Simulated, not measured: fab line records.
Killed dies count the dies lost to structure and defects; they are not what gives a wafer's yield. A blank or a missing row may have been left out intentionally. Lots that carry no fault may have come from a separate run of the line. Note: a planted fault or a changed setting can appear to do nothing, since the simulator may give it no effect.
Split-lot trial / flow n5Finfet / route with 1938 steps; 7 lots, 21 wafers read

ON THE SPLIT
At N5_BEOL_M12_ILD_DEP_00 (deposits SiOC from DEMS/O2, target thk 658.92 nm, time 130.7 s), the setting timeS was moved away from the recipe's 130.7 s on 7 of the 21 wafers read, by -12.9% to +9.9%. All remaining wafers had this setting at the recipe value.

The file shows no step between the split and the reading.

THE READING
M12_ILD_THK in nanometres, read at N5_BEOL_M12_THK_MEAS_01. A value of 660 nm with a standard deviation of 8.7 nm is what fault-free wafers of this fab line usually give.

wafer=L078.1; tool, chamber at the split=pecvd-04, 0; timeS as run, s=143.7; against the recipe=+9.9%; M12_ILD_THK, nm=719; against lot-mates on the recipe=+65
wafer=L078.3; tool, chamber at the split=pecvd-04, 1; timeS as run, s=130.7; against the recipe=recipe; M12_ILD_THK, nm=642; against lot-mates on the recipe=-
wafer=L078.5; tool, chamber at the split=pecvd-04, 0; timeS as run, s=130.7; against the recipe=recipe; M12_ILD_THK, nm=666; against lot-mates on the recipe=-
wafer=L080.2; tool, chamber at the split=pecvd-01, 2; timeS as run, s=130.7; against the recipe=recipe; M12_ILD_THK, nm=649; against lot-mates on the recipe=-
wafer=L080.3; tool, chamber at the split=pecvd-01, 2; timeS as run, s=114.1; against the recipe=-12.7%; M12_ILD_THK, nm=573; against lot-mates on the recipe=-77
wafer=L080.4; tool, chamber at the split=pecvd-01, 1; timeS as run, s=130.7; against the recipe=recipe; M12_ILD_THK, nm=651; against lot-mates on the recipe=-
wafer=L082.3; tool, chamber at the split=pecvd-01, 2; timeS as run, s=130.7; against the recipe=recipe; M12_ILD_THK, nm=657; against lot-mates on the recipe=-
wafer=L082.5; tool, chamber at the split=pecvd-01, 1; timeS as run, s=130.7; against the recipe=recipe; M12_ILD_THK, nm=658; against lot-mates on the recipe=-
wafer=L082.6; tool, chamber at the split=pecvd-01, 0; timeS as run, s=130.7; against the recipe=recipe; M12_ILD_THK, nm=666; against lot-mates on the recipe=-
wafer=L085.1; tool, chamber at the split=pecvd-01, 1; timeS as run, s=113.9; against the recipe=-12.9%; M12_ILD_THK, nm=565; against lot-mates on the recipe=-98
wafer=L085.5; tool, chamber at the split=pecvd-01, 0; timeS as run, s=130.7; against the recipe=recipe; M12_ILD_THK, nm=663; against lot-mates on the recipe=-
wafer=L085.6; tool, chamber at the split=pecvd-01, 1; timeS as run, s=113.9; against the recipe=-12.9%; M12_ILD_THK, nm=575; against lot-mates on the recipe=-88
wafer=L089.3; tool, chamber at the split=pecvd-02, 0; timeS as run, s=136; against the recipe=+4.1%; M12_ILD_THK, nm=684; against lot-mates on the recipe=+14
wafer=L089.5; tool, chamber at the split=pecvd-02, 0; timeS as run, s=136; against the recipe=+4.1%; M12_ILD_THK, nm=683; against lot-mates on the recipe=+13
wafer=L089.6; tool, chamber at the split=pecvd-02, 2; timeS as run, s=130.7; against the recipe=recipe; M12_ILD_THK, nm=670; against lot-mates on the recipe=-
wafer=L092.2; tool, chamber at the split=pecvd-02, 0; timeS as run, s=130.7; against the recipe=recipe; M12_ILD_THK, nm=661; against lot-mates on the recipe=-
wafer=L092.5; tool, chamber at the split=pecvd-02, 2; timeS as run, s=130.7; against the recipe=recipe; M12_ILD_THK, nm=665; against lot-mates on the recipe=-
wafer=L092.6; tool, chamber at the split=pecvd-02, 1; timeS as run, s=140.4; against the recipe=+7.4%; M12_ILD_THK, nm=715; against lot-mates on the recipe=+52
wafer=L094.1; tool, chamber at the split=pecvd-01, 1; timeS as run, s=130.7; against the recipe=recipe; M12_ILD_THK, nm=659; against lot-mates on the recipe=-
wafer=L094.3; tool, chamber at the split=pecvd-01, 2; timeS as run, s=130.7; against the recipe=recipe; M12_ILD_THK, nm=656; against lot-mates on the recipe=-
wafer=L094.4; tool, chamber at the split=pecvd-01, 0; timeS as run, s=130.7; against the recipe=recipe; M12_ILD_THK, nm=668; against lot-mates on the recipe=-

THE FIT
A straight line over all 21 wafers: M12_ILD_THK changes by +6.76 nm for each +1% of timeS; r = +0.98; the points scatter about the line by 7.2 nm.
The same after taking each lot's own level away (the mean of its wafers on the recipe; 21 wafers): +6.62 nm for each +1%; r = +0.98; scatter 7.1 nm.
That fit puts the effect of the largest move of timeS on the reading at 85 nm.
The span of the lots' own levels, 650.0 to 670.0 nm, comes to 2.3 times the standard deviation stated above.
Consequently the slope shifts little with the lot-to-lot level, the two slopes agreeing.
Check: -82.4 nm against its lot-mates is what the line predicts for one of the wafers moved furthest among these (-12.9%) when that wafer is left out of the fit. Against them it came out at -98 nm.

THE OTHER SPLITS THESE WAFERS WENT THROUGH
Note: prior to the reading, these wafers also went through further splits. Each is held against what the fit with the lots' levels taken away leaves over:
other split on the same wafers=N5_BEOL_M8_COAT_05 spinRpm; wafers away from the commonest value=8; r with M12_ILD_THK (lot level and that fit taken away)=-0.22
other split on the same wafers=N5_BEOL_M10_COAT_60 spinRpm; wafers away from the commonest value=7; r with M12_ILD_THK (lot level and that fit taken away)=-0.07
other split on the same wafers=N5_BEOL_M10_EXPOSE_08 doseMj; wafers away from the commonest value=6; r with M12_ILD_THK (lot level and that fit taken away)=+0.07

THE WHOLE CHAIN: every reading that the file lists as answering this split, in the file's order
step=N5_BEOL_M12_ILD_DEP_00; what it does=deposits SiOC from DEMS/O2, target thk 658.92 nm, time 130.7 s; reading=SiOC_of_BEOL_M12_ILD_DEP_00.thkNm (the simulator's own value, which no gauge read); change (the file's fit)=+6.58 nm for each +1% of the setting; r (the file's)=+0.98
step=N5_BEOL_M12_THK_MEAS_01; what it does=; reading=M12_ILD_THK; change (the file's fit)=+6.57 for each +1% of the setting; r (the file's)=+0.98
step=N5_BEOL_M12_VIA_ETCH_16; what it does=etches SiOC in C4F8/O2/Ar, target depth 724.8 nm; reading=etch.depthNm (the simulator's own value, which no gauge read); change (the file's fit)=+6.58 nm for each +1% of the setting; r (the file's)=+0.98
step=N5_BEOL_M12_VIA_ETCH_16; what it does=etches SiOC in C4F8/O2/Ar, target depth 724.8 nm; reading=coat_of_BEOL_M12_COAT_04.thkNm (the simulator's own value, which no gauge read); change (the file's fit)=-2.01 nm for each +1% of the setting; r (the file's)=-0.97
step=N5_BEOL_M12_STRIP_63; what it does=strips in N2/H2; reading=stripTimeToEndpointS; change (the file's fit)=withheld for each +1% of the setting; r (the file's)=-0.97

FILE'S OWN FIT
M12_ILD_THK changes by +6.57 nm for each +1% of timeS, r = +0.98.
